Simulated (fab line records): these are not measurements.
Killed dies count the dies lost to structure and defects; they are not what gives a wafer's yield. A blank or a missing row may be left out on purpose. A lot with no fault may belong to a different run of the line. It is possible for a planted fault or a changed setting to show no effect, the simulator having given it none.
fab line records | flow n5Finfet
[record] lots = 5 wafers = 15 lastDay = 18
route steps=1938 shown PMOS_HMC_CHANNEL_EPI@87 FIN_SAQP@90 PASSIVATION@1936
lots with no fault: from the same line, run without faults
startH: the number of hours between the record's first day and the start of the first shown wafer of the lot | waitH: time in hours since the lot's previous step | " identical to the entry in the row above | L1.1+2: a row that stands for several wafers | - either no value or no given start | * or withheld: withheld | < > ~ a bound
route shown NAME@n: a module of which the file shows steps, and the number in the route of the first | usual: average and standard deviation across the fault-free wafers | same: alike in all rows | chamber/n: place in a boat | sites: each site's reading | _std_site: the values' standard deviation | _edge_site: inner sites' mean taken away from outer sites' mean | radiusMm: for every site, how far away it sits from the centre of the wafer | mask NAME#n: copy n | behind: the most recent tool/chamber to have shaped the wafer | hold: reason for holding the lot/hours on hold/outcome of the hold | device: the transistor (n, p or np) that didn't switch | end of line: the route-end tests of the same wafers | a step without rows: its recipe alone | killed: the dies lost at the first sort to structure and to defects; this is not the yield of the wafer | map: the dies of a wafer, with x for killed, . for not killed, _ for no die there
set.NAME: setting as actually run; set.NAME@STEP: the setting as run at that earlier step | model.NAME: the simulator's own value behind a step, which no gauge read
lots at selected steps of the route; one table per step, one row per wafer
services: a tool's chamber out of use, with start hour (startH, from the record's first day; less than 0 if before it), hours out, and reason
[[steps]]
[step N5_PMOS_HMC_CHANNEL_EPI_EPI_26]
[recipe] material = Si targetThkA = 38 tempC = 650 precursor = SiH4/H2 pressureTorr = 20 timeS = 22.7
[usual] lampInnerPct = 13.4/1.2 susceptorTempC = 650.1/0.34 throttleValvePct = 11.36/0.14
// columns lot.wafer tool chamber startH waitH lampInnerPct susceptorTempC throttleValvePct
L184.2 epiRpcvd-03 0 20.05 0.1 13.8 650.4 11.33
L184.3 " 0 " " 13.7 650.7 11.56
L184.6 " 0 " " 13.9 650.2 11.33
L188.2 epiRpcvd-01 0 46.27 0.1 14.3 649.8 11.22
L188.3 " 0 " " 14.5 650.0 11.29
L188.5 " 0 " " 14.4 649.8 11.29
L190.1 epiRpcvd-03 0 56.61 0.0 13.8 650.4 11.01
L190.2 " 0 " " 13.8 650.1 11.26
L190.6 " 0 " " 14.0 649.9 11.38
L200.1 epiRpcvd-04 0 115.64 0.0 12.0 650.1 11.42
L200.4 " 0 " " 11.7 649.8 11.31
L200.6 " 0 " " 11.9 650.0 11.31
L207.1 epiRpcvd-04 0 157.46 0.0 11.9 650.1 11.51
L207.2 " 0 " " 12.0 649.9 11.40
L207.4 " 0 " " 11.8 650.3 11.09
[step N5_PMOS_HMC_CHANNEL_EPI_INSPECT_30]
[recipe] inspectInstrument = darkfield mode = postEpi
[usual] rawDefectCount = 17/6
// columns lot.wafer tool chamber startH waitH rawDefectCount
L184.2 defectInspect-02 - 20.45 0.0 16
L184.3 " - " " 23
L184.6 " - " " 16
L188.2 defectInspect-02 - 46.59 0.0 23
L188.3 " - " " 12
L188.5 " - " " 11
L190.1 defectInspect-02 - 56.98 0.0 14
L190.2 " - " " 18
L190.6 " - " " 21
L200.1 defectInspect-01 - 116.01 0.0 23
L200.4 " - " " 13
L200.6 " - " " 20
L207.1 defectInspect-02 - 157.83 0.0 14
L207.2 " - " " 13
L207.4 " - " " 17
[step N5_FIN_SAQP_PRECLEAN_42]
[recipe] chemistry = O3/DIW timeS = 60 tempC = 22 o3Ppm = 10
[step N5_FIN_SAQP_PRECLEAN_00]
[recipe] chemistry = SC1 timeS = 60 tempC = 55 mix = 1:2:50
[step N5_FIN_SAQP_PRECLEAN_44]
[recipe] chemistry = SC2 timeS = 45 tempC = 35 mix = 1:1:50
[step N5_FIN_SAQP_SRD_01]
[recipe] dry = ipaMarangoni timeS = 30 tempC = 23 rinseLiquid = diw
[step N5_FIN_SAQP_ALD_61]
[recipe] material = SiO2 targetThkA = 40 tempC = 300 aldPrecursorFamily = BDEAS aldCoReactant = O2-plasma pulseTimeS = 1 purgeTimeS = 2 coReactantPurgeTimeS = 2 aldCycles = 43 pressureTorr = 2
[usual] heaterPowerW = 474/49 precursorPulseHeightRel = 1.001/0.019 susceptorTempC = 299.99/0.19
[same] purgeTimeS = 2
// columns lot.wafer tool chamber startH waitH heaterPowerW precursorPulseHeightRel susceptorTempC
L184.2 aldSin-04 0 22.13 1.6 418 1.012 300.12
L184.3 " 3 " " 522 0.979 300.16
L184.6 " 1 " " 471 0.993 299.91
L188.2 aldSin-04 2 46.71 0.0 468 1.018 299.95
L188.3 " 3 " " 525 1.007 300.07
L188.5 " 1 " " 476 1.009 300.22
L190.1 aldSin-04 3 57.31 0.2 525 0.970 300.17
L190.2 " 1 " " 474 0.990 300.38
L190.6 " 1 " " 470 0.989 299.91
L200.1 aldSin-03 0 116.55 0.4 588 0.998 299.82
L200.4 " 1 " " 433 0.985 300.24
L200.6 " 2 " " 471 1.000 300.18
L207.1 aldSin-01 2 157.97 0.0 451 0.981 299.89
L207.2 " 0 " " 468 0.995 300.02
L207.4 " 1 " " 453 0.981 300.09
[step N5_FIN_SAQP_DENSIFY_62]
[recipe] tempC = 700 timeS = 60 ambient = N2 idleTempC = 600 rampUpCPerS = 150 rampDownCPerS = 60 coolToC = 600
[step N5_FIN_SAQP_HM_DEP_03]
[recipe] material = SiNx targetThkA = 380 tempC = 400 precursor = SiH4/NH3/N2 pressureTorr = 1.5 rfW = 300 timeS = 33.6
[step N5_FIN_SAQP_THK_MEAS_05]
[usual] thkNm = 38.1/0.59
// columns lot.wafer tool chamber startH waitH thkNm
L184.2 filmMetro-02 - 22.74 0.1 38.3
L184.3 " - " " 38.7
L184.6 " - " " 37.9
L188.2 filmMetro-01 - 47.24 0.1 37.4
L188.3 " - " " 38.5
L188.5 " - " " 38.9
L190.1 filmMetro-01 - 57.83 0.1 38.1
L190.2 " - " " 38.0
L190.6 " - " " 38.8
L200.1 filmMetro-02 - 117.08 0.1 38.6
L200.4 " - " " 39.1
L200.6 " - " " 38.9
L207.1 filmMetro-01 - 158.48 0.1 37.2
L207.2 " - " " 37.2
L207.4 " - " " 38.0
[step N5_FIN_SAQP_PECVD_47]
[recipe] material = a-Si targetThkA = 450 tempC = 400 precursor = SiH4/He pressureTorr = 3 rfW = 100 timeS = 36.3
[usual] heaterPowerW = 853/95 showerheadPlenumPTorr = 5.70/0.065 susceptorTempC = 399.97/0.22 throttleValvePct = 17.8/1.1
// columns lot.wafer tool chamber startH waitH heaterPowerW showerheadPlenumPTorr susceptorTempC throttleValvePct
L184.2 pecvd-01 2 22.77 0.0 899 5.80 399.97 16.9
L184.3 " 1 " " 955 5.72 399.96 20.8
L184.6 " 1 " " 959 5.72 399.80 20.9
L188.2 pecvd-03 0 47.28 0.0 969 5.76 400.07 17.0
L188.3 " 0 " " 970 5.75 400.30 17.1
L188.5 " 1 " " 799 5.71 400.08 17.7
L190.1 pecvd-02 0 57.87 0.0 899 5.60 399.82 17.5
L190.2 " 1 " " 722 5.60 400.18 17.9
L190.6 " 1 " " 710 5.60 399.76 17.6
L200.1 pecvd-01 1 117.12 0.0 1011 5.75 399.81 20.9
L200.4 " 2 " " 917 5.79 399.78 17.1
L200.6 " 0 " " 785 5.67 400.17 18.1
L207.1 pecvd-03 0 158.51 0.0 965 5.76 400.01 17.6
L207.2 " 1 " " 752 5.71 399.96 17.3
L207.4 " 0 " " 949 5.76 399.83 17.2
[step N5_FIN_SAQP_PECVD_48]
[recipe] material = SiNx targetThkA = 250 tempC = 400 precursor = SiH4/NH3/N2 pressureTorr = 1.5 rfW = 300 timeS = 22.1
[usual] heaterPowerW = 771/77 showerheadPlenumPTorr = 5.19/0.089 susceptorTempC = 399.99/0.21 throttleValvePct = 39.1/2.3
// columns lot.wafer tool chamber startH waitH heaterPowerW showerheadPlenumPTorr susceptorTempC throttleValvePct model.SiNx_of_FIN_SAQP_PECVD_48.thkNm
L184.2 pecvd-01 2 22.81 0.0 805 5.33 399.67 37.0 24.7
L184.3 " 1 " " 786 5.21 400.19 45.6 25.07
L184.6 " 1 " " 795 5.23 400.04 46.0 25.13
L188.2 pecvd-03 0 47.34 0.0 808 5.24 400.13 37.2 24.98
L188.3 " 0 " " 814 5.28 399.74 37.6 25.31
L188.5 " 1 " " 788 5.19 399.80 38.5 25.28
L190.1 pecvd-02 0 57.91 0.0 771 5.05 399.91 38.4 24.76
L190.2 " 1 " " 660 5.06 399.90 39.1 24.75
L190.6 " 1 " " 647 5.06 400.17 38.9 24.91
L200.1 pecvd-01 1 117.16 0.0 767 5.23 - 45.5 9.946
L200.4 " 2 " " 754 5.31 - 37.5 9.672
L200.6 " 0 " " 777 5.12 399.71 39.5 25.09
L207.1 pecvd-03 0 158.56 0.0 798 5.25 399.90 38.1 24.66
L207.2 " 1 " " 743 5.19 399.62 38.9 24.43
L207.4 " 0 " " 800 5.27 399.98 38.2 24.78
[step N5_FIN_SAQP_PECVD_06]
[recipe] material = a-Si targetThkA = 600 tempC = 400 precursor = SiH4/He pressureTorr = 3 rfW = 100 timeS = 48.1
[step N5_FIN_SAQP_THK_MEAS_07]
[usual] thkNm = 60.1/0.73
// columns lot.wafer tool chamber startH waitH thkNm
L184.2 filmMetro-01 - 22.94 0.1 59.6
L184.3 " - " " 60.3
L184.6 " - " " 61.9
L188.2 filmMetro-01 - 47.52 0.1 58.4
L188.3 " - " " 59.7
L188.5 " - " " 60.5
L190.1 filmMetro-01 - 58.04 0.1 59.4
L190.2 " - " " 59.5
L190.6 " - " " 60.1
L200.1 filmMetro-01 - 117.29 0.1 60.7
L200.4 " - " " 59.9
L200.6 " - " " 60.2
L207.1 filmMetro-02 - 158.68 0.1 60.0
L207.2 " - " " 60.5
L207.4 " - " " 61.1
[step N5_FIN_SAQP_HM_DEP_72]
[recipe] material = SiO2 targetThkA = 120 tempC = 400 precursor = SiH4/N2O pressureTorr = 0.75 rfW = 275 timeS = 7.2
[step N5_FIN_SAQP_COAT_49]
[recipe] resist = SOC tempC = 250 timeS = 60 spinRpm = 1500 resistThkNm = 100
[step N5_FIN_SAQP_COAT_50]
[recipe] resist = SiARC tempC = 220 timeS = 60 spinRpm = 1500 resistThkNm = 35
[step N5_FIN_SAQP_COAT_10]
[recipe] resist = CAR-ArF spinRpm = 1500 resistThkNm = 90
[step N5_FIN_SAQP_EBR_12]
[recipe] solvent = PGMEA ebrWidthMm = 1.5
[step N5_FIN_SAQP_SOFTBAKE_11]
[recipe] tempC = 110 timeS = 60 resist = CAR-ArF
[step N5_FIN_SAQP_EXPOSE_13]
[recipe] maskId = FIN_CORE na = 1.35 sourceShape = dipole sigmaInner = 0.538 sigmaOuter = 0.738 polarization = te targetCdNm = 35.6 doseMj = 63.25
[step N5_FIN_SAQP_PEB_14]
[recipe] pebTempC = withheld pebTimeS = 60 resist = CAR-ArF
[step N5_FIN_SAQP_DEVELOP_15]
[recipe] developTimeS = 30 developer = TMAH resist = CAR-ArF devTempC = 23 rinseLiquid = diw dry = airSpin
[step N5_FIN_SAQP_CD_MEAS_16]
[recipe] targetCdNm = 35.6 landingEnergyEv = 500 detector = seInlens
[usual] cdNm = 35.63/0.29
// columns lot.wafer tool chamber startH waitH cdNm
L184.2 cdSem-01 0 23.30 - 36.18
L184.3 " 0 " " 36.05
L184.6 " 0 " " 35.32
L188.2 cdSem-03 0 48.03 - 35.67
L188.3 " 0 " " 35.29
L188.5 " 0 " " 35.75
L190.1 cdSem-02 0 58.53 - 36.06
L190.2 " 0 " " 35.67
L190.6 " 0 " " 35.74
L200.1 cdSem-02 0 117.77 - 35.40
L200.4 " 0 " " 35.37
L200.6 " 0 " " 35.49
L207.1 cdSem-03 0 159.04 - 35.88
L207.2 " 0 " " 35.83
L207.4 " 0 " " 35.27
[step N5_FIN_SAQP_OVL_MEAS_17]
[recipe] pointsPerWafer = 44
[usual] FIN_CORE_OVL = -0.4/0.93
// columns lot.wafer tool chamber startH waitH FIN_CORE_OVL[nm]
L184.2 overlay-01 0 23.34 0.0 0.1
L184.3 " 0 " " 0.8
L184.6 " 0 " " -0.2
L188.2 overlay-02 0 48.06 0.0 -2.5
L188.3 " 0 " " -2.3
L188.5 " 0 " " -2.2
L190.1 overlay-02 0 58.57 0.0 1.5
L190.2 " 0 " " 0.8
L190.6 " 0 " " 0.2
L200.1 overlay-02 0 117.81 0.0 0.1
L200.4 " 0 " " 0.4
L200.6 " 0 " " -0.5
L207.1 overlay-02 0 159.08 0.0 -2.4
L207.2 " 0 " " -2.7
L207.4 " 0 " " -1.8
[step N5_FIN_SAQP_INSPECT_18]
[recipe] mode = adi inspectInstrument = brightfield
[usual] rawDefectCount = 364/100
// columns lot.wafer tool chamber startH waitH rawDefectCount
L184.2 defectInspect-02 - 23.37 0.0 306
L184.3 " - " " 294
L184.6 " - " " 349
L188.2 defectInspect-02 - 48.09 0.0 374
L188.3 " - " " 309
L188.5 " - " " 392
L190.1 defectInspect-02 - 58.59 0.0 337
L190.2 " - " " 336
L190.6 " - " " 437
L200.1 defectInspect-02 - 117.84 0.0 384
L200.4 " - " " 331
L200.6 " - " " 473
L207.1 defectInspect-01 - 159.11 0.0 305
L207.2 " - " " 316
L207.4 " - " " 378
[step N5_FIN_SAQP_DESCUM_21]
[recipe] chemistry = O2 timeS = 7.9 sourcePowerW = 50 biasPowerW = 20 pressureMtorr = 20 rfFrequencyHz = 2.712e+07 tempC = 40 resist = CAR-ArF o2FlowSccm = 225
[usual] drypumpMotorCurrentA = 5.9/0.52 oesProductAu = 0.81/0.094 rfVppV = 242.6/1 showerheadPlenumPTorr = 2.06/0.038 throttleValvePct = 20.36/0.24
// columns lot.wafer tool chamber startH waitH drypumpMotorCurrentA oesProductAu rfHoursCounterH rfVppV showerheadPlenumPTorr throttleValvePct
L184.2 rieDiel-02 2 23.40 0.0 6.3 0.86 37 243.7 2.05 20.37
L184.3 " 2 " " 6.2 0.86 - 243.1 2.05 20.36
L184.6 " 3 " " 5.9 0.74 - 243.3 2.08 20.49
L188.2 rieDiel-05 1 48.12 0.0 6.4 1.00 4 242.9 2.06 20.23
L188.3 " 0 " " 6.0 0.83 85 241.6 2.02 20.13
L188.5 " 0 " " 6.0 0.82 - 242.4 2.02 20.14
L190.1 rieDiel-05 2 58.86 0.3 6.6 0.74 160 241.3 2.11 20.57
L190.2 " 0 " " 5.9 0.80 90 241.9 2.02 20.15
L190.6 " 1 " " 6.4 0.98 - 242.1 2.06 20.25
L200.1 rieDiel-02 0 117.87 0.0 5.1 0.90 31 244.3 2.07 20.37
L200.4 " 1 " " 5.5 0.92 10 242.6 2.05 19.86
L200.6 " 2 " " 6.3 0.81 - 244.2 2.04 20.44
L207.1 rieDiel-02 0 159.14 0.0 5.1 0.90 40 243.4 2.06 20.39
L207.2 " 1 " " 5.5 0.88 28 242.7 2.05 19.91
L207.4 " 2 " " 6.2 0.80 84 242.8 2.04 20.43
[step N5_FIN_SAQP_ETCH_51]
[recipe] chemistry = CF4 target = SiARC targetDepthA = 455 maskMaterial = CAR-ArF timeS = 75.8 ionEnergyEv = 80 pressureMtorr = 40 sourceW = 545 biasW = 36 Ar_flow_sccm = 100 cf4FlowSccm = 100 ends = cleared
[step N5_FIN_SAQP_ETCH_52]
[recipe] chemistry = N2/H2 target = SOC targetDepthA = 1000 overetchA = 200 maskMaterial = SiARC tempC = 40 timeS = 150 ionEnergyEv = 200 pressureMtorr = 30 sourceW = 840 biasW = 150 n2FlowSccm = 200 h2FlowSccm = 200 ends = endPoint
[usual] drypumpMotorCurrentA = 5.9/0.52 oesProductAu = 0.72/0.08 rfVppV = 522.5/1.4 showerheadPlenumPTorr = 2.50/0.048 throttleValvePct = 17.8/0.31
// columns lot.wafer tool chamber startH waitH drypumpMotorCurrentA oesProductAu rfHoursCounterH rfVppV showerheadPlenumPTorr throttleValvePct
L184.2 rieDiel-02 2 23.54 0.1 6.2 0.77 37 521.8 2.49 17.8
L184.3 " 2 " " 6.2 0.76 - 523.2 2.49 17.8
L184.6 " 3 " " 5.9 0.66 - 524.5 2.55 18.1
L188.2 rieDiel-05 1 48.21 0.0 6.4 0.88 4 521.2 2.49 17.4
L188.3 " 0 " " 6.0 0.73 85 520.4 2.48 17.7
L188.5 " 0 " " 6.0 0.74 - 521.1 2.48 17.7
L190.1 rieDiel-05 2 58.95 0.0 6.6 0.67 161 523.6 2.54 18.0
L190.2 " 0 " " 6.0 0.73 90 522.5 2.48 17.7
L190.6 " 1 " " 6.4 0.86 - 522.4 2.48 17.4
L200.1 rieDiel-02 0 117.96 0.0 5.0 0.80 31 522.7 2.51 17.8
L200.4 " 1 " " 5.5 0.83 10 525.0 2.49 17.2
L200.6 " 2 " " 6.2 0.72 - 522.6 2.48 17.8
L207.1 rieDiel-02 0 159.23 0.0 5.0 0.79 40 524.1 2.50 17.8
L207.2 " 1 " " 5.5 0.79 28 523.0 2.48 17.2
L207.4 " 2 " " 6.2 0.71 84 521.8 2.47 17.8
[step N5_FIN_SAQP_STRIP_53]
[recipe] chemistry = N2/H2 tempC = 40 n2FlowSccm = 200 h2FlowSccm = 200 rfFrequencyHz = 6e+07
[step N5_FIN_SAQP_HM_OPEN_73]
[recipe] chemistry = CHF3/O2 target = SiO2 stopOn = a-Si targetDepthA = 120 overEtchFrac = 1.8 maskMaterial = SOC timeS = 16.8 pressureMtorr = 30 sourceW = 650 biasW = 170 Ar_flow_sccm = 200 CHF3_flow_sccm = 50 O2_flow_sccm = 5 ionEnergyEv = 200 ends = endPoint
[step N5_FIN_SAQP_STRIP_74]
[recipe] chemistry = CHF3/O2 resist = SiARC rfFrequencyHz = 6e+07
[step N5_FIN_SAQP_MANDREL_ETCH_22]
[recipe] targetDepthA = 600 chemistry = HBr/Cl2 target = a-Si stopOn = SiNx btTimeS = 10 overEtchFrac = 0.5 timeS = 30 pressureMtorr = 10 icpW = 800 biasW = 75 HBr_flow_sccm = 150 Cl2_flow_sccm = 80 ends = endPoint
[step N5_FIN_SAQP_STRIP_55]
[recipe] chemistry = N2/H2 powerW = 500 tempC = 40 pressureMtorr = 50 rfFrequencyHz = 6e+07 overashFraction = 0.3 biasPowerW = 28 h2Frac = 0.5 n2FlowSccm = 300 h2FlowSccm = 300
[step N5_FIN_SAQP_STRIP_23]
[recipe] chemistry = SPM timeS = 750 tempC = 130 h2so4H2o2VolRatio = 4
[step N5_FIN_SAQP_SRD_66]
[recipe] dry = ipaMarangoni timeS = 30 tempC = 23 rinseLiquid = diw
[step N5_FIN_SAQP_RECESS_75]
[recipe] chemistry = HF/NH3 target = SiO2 targetDepthA = 144 afsCycles = 3 tempC = 30 sublimationTempC = 180 sublimationTimeS = 60
[step N5_FIN_SAQP_SPACER1_ALD_24]
[recipe] material = SiO2 targetThkA = 203 tempC = 300 aldPrecursorFamily = BDEAS aldCoReactant = O2-plasma pulseTimeS = 1 purgeTimeS = 2 coReactantPurgeTimeS = 2 aldCycles = 218 pressureTorr = 2
[step N5_FIN_SAQP_SPACER1_ETCHBACK_25]
[recipe] chemistry = CHF3/O2 mode = anisotropicEtchback target = SiO2 targetDepthA = 244 timeS = 12.2 pressureMtorr = 30 sourceW = 650 biasW = 170 Ar_flow_sccm = 200 CHF3_flow_sccm = 50 O2_flow_sccm = 5 ionEnergyEv = 200
[step N5_FIN_SAQP_MANDREL1_REMOVE_56]
[recipe] chemistry = HBr/Cl2/O2 btTimeS = 10 target = a-Si stopOn = SiNx endpoint = OES-SiCl overEtchFrac = 1 icpW = 600 biasW = 22 HBr_flow_sccm = 150 Cl2_flow_sccm = 80 O2_flow_sccm = 5 pressureMtorr = 10
[step N5_FIN_SAQP_CD_MEAS_27]
[recipe] targetCdNm = 20 landingEnergyEv = 1000 detector = seInlens polarity = line
[usual] cdNm = 20.31/0.24
// columns lot.wafer tool chamber startH waitH cdNm
L184.2 cdSem-01 0 25.76 0.1 19.93
L184.3 " 0 " " 20.54
L184.6 " 0 " " 20.26
L188.2 cdSem-02 0 50.37 0.1 20.46
L188.3 " 0 " " 20.27
L188.5 " 0 " " 20.44
L190.1 cdSem-01 0 60.91 0.1 20.31
L190.2 " 0 " " 20.13
L190.6 " 0 " " 20.47
L200.1 cdSem-02 0 119.99 0.1 20.06
L200.4 " 0 " " 20.38
L200.6 " 0 " " 20.45
L207.1 cdSem-03 0 161.44 0.1 20.35
L207.2 " 0 " " 20.11
L207.4 " 0 " " 20.26
[step N5_FIN_SAQP_ETCH_57]
[recipe] chemistry = CH3F/O2 target = SiNx maskMaterial = SiO2 targetDepthA = 325 timeS = 46.4 pressureMtorr = 30 sourceW = 395 biasW = 73 Ar_flow_sccm = 150 CH3F_flow_sccm = 30 O2_flow_sccm = 20 ionEnergyEv = 120 ends = cleared
[usual] drypumpMotorCurrentA = 5.8/0.59 etchRfOnTimeS = 46.0/1 oesProductAu = 0.68/0.081 rfVppV = 295/5.1 showerheadPlenumPTorr = 1.97/0.05 throttleValvePct = 16.32/0.24
// columns lot.wafer tool chamber startH waitH drypumpMotorCurrentA etchRfOnTimeS oesProductAu rfHoursCounterH rfVppV showerheadPlenumPTorr throttleValvePct model.etch.depthNm
L184.2 rieDiel-02 3 25.81 0.0 5.9 45.6 0.63 162 302 2.00 16.49 24.41
L184.3 " 3 " " 5.9 46.8 0.63 - 303 2.00 16.49 25.07
L184.6 " 3 " " 5.9 46.6 0.63 - 301 2.00 16.50 25.13
L188.2 rieDiel-02 2 50.41 0.0 6.2 45.6 0.72 45 288 1.97 16.31 24.82
L188.3 " 3 " " 6.0 46.6 0.63 172 302 2.00 16.49 25.31
L188.5 " 2 " " 6.2 46.3 0.73 - 288 1.97 16.32 25.28
L190.1 rieDiel-02 0 60.96 0.0 5.0 44.3 0.83 9 298 1.97 16.04 24.74
L190.2 " 2 " " 6.3 45.2 0.72 48 287 1.96 16.31 24.69
L190.6 " 3 " " 5.9 45.8 0.63 - 300 2.00 16.50 24.91
L200.1 rieDiel-06 1 120.09 0.1 5.9 46.6 0.59 240 292 1.89 16.36 25
L200.4 " 3 " " 6.4 47.1 0.64 155 293 2.08 16.47 25
L200.6 " 3 " " 6.4 46.4 0.64 - 292 2.08 16.50 24.8
L207.1 rieDiel-05 0 161.64 0.2 6.0 45.6 0.66 123 292 1.92 16.16 24.66
L207.2 " 1 " " 6.4 43.5 0.78 44 299 1.96 16.18 24.43
L207.4 " 3 " " 4.9 47.2 0.73 33 296 1.97 15.88 24.76
[step N5_PASSIVATION_PROBE_49]
[usual] killed_at_M0_to_M3 = 36/10 killed_at_M4_up = 13/5.5 killedAtContacts = 12/5.6 killedAtFrontEnd = 42/12 killedAtOther = 4/3.2 killedDies = 108/18 killedOpen = 71/13 killedShort = 34/7.8
[same] grossDies = 1180 killedAtBackSide = 0
// columns lot.wafer tool chamber startH waitH killed_at_M0_to_M3 killed_at_M4_up killedAtContacts killedAtFrontEnd killedAtOther killedDies killedOpen killedShort
L200.4 prober-01 - 373.56 0.2 37 17 6 24 5 89 54 33
// killed by level:class
L200.4 BEOL_M0_SAQP:geometricParticle:short=9 BEOL_M0_SAQP:geometricParticle:open=9 BEOL_M3:geometricParticle:open=9 FIN_SAQP:geometricParticle:short=6 BEOL_M2:geometricParticle:open=6 STI_FIN_REVEAL:geometricParticle:open=5 MOL_CONTACT_COAG:geometricParticle:open=5 GATE_CUT:geometricParticle:short=4
[[services]]
// columns tool chamber startH hours kind
aldSin-03 0 8.08 2.6 repair
rieDiel-02 0 8.23 - clean
rieDiel-02 0 8.23 - consumableReplace:focusRing
rieDiel-02 0 8.23 25.0 scheduledDown
rieDiel-02 0 8.23 25.0 ventCycle
aldSin-01 - 9.38 4.3 pm
aldSin-01 - 15.18 8.6 repair
rieDiel-02 1 19.15 8.3 repair
pecvd-01 - 25.07 28.1 pm
epiRpcvd-03 - 25.65 8.1 pm
rieDiel-02 2 28.12 8.7 repair
aldSin-04 - 31.69 0.3 repair
aldSin-03 2 32.14 6.8 repair
rieDiel-02 3 37.87 1.7 repair
rieDiel-06 3 55.70 20.6 repair
aldSin-04 0 58.68 3.3 repair
rieDiel-02 1 74.76 - clean
rieDiel-02 1 74.76 - consumableReplace:focusRing
rieDiel-02 1 74.76 16.1 scheduledDown
rieDiel-06 2 89.66 4.8 repair
aldSin-04 0 101.13 1.9 repair
pecvd-01 2 103.91 1.8 repair
rieDiel-02 0 126.72 16.1 repair
pecvd-03 - 148.09 0.9 repair
[[key]]
firstSign none at tools or gauges
[modelEffect] step = N5_FIN_SAQP_PECVD_48 value = SiNx_of_FIN_SAQP_PECVD_48.thkNm without = 24.42 struck = 9.809
[modelEffect] step = N5_FIN_SAQP_ETCH_57 value = etch.depthNm without = 24.28 struck = 25
metAt N5_FIN_SAQP_PECVD_48
struckWafers L200.1,L200.4
testerLeftOut L200
onsetBetween 22.81 117.16
[fault] kind = processParameterDrift tool = pecvd-01 chamber = - onsetH = 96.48 steps = N5_FIN_SAQP_PECVD_48 channel = timeS offset = * shape = step endH = 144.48 scope = struckWafersOnly actsIn = * stated = *
// testerLeftOut: of these lots the tester's yield and bins aren't shown, on N5 and GAA mostly nor the transistor test; their killed dies are dies lost to structure and defects alone, not to doping, threshold or leakage, so they don't give the yield
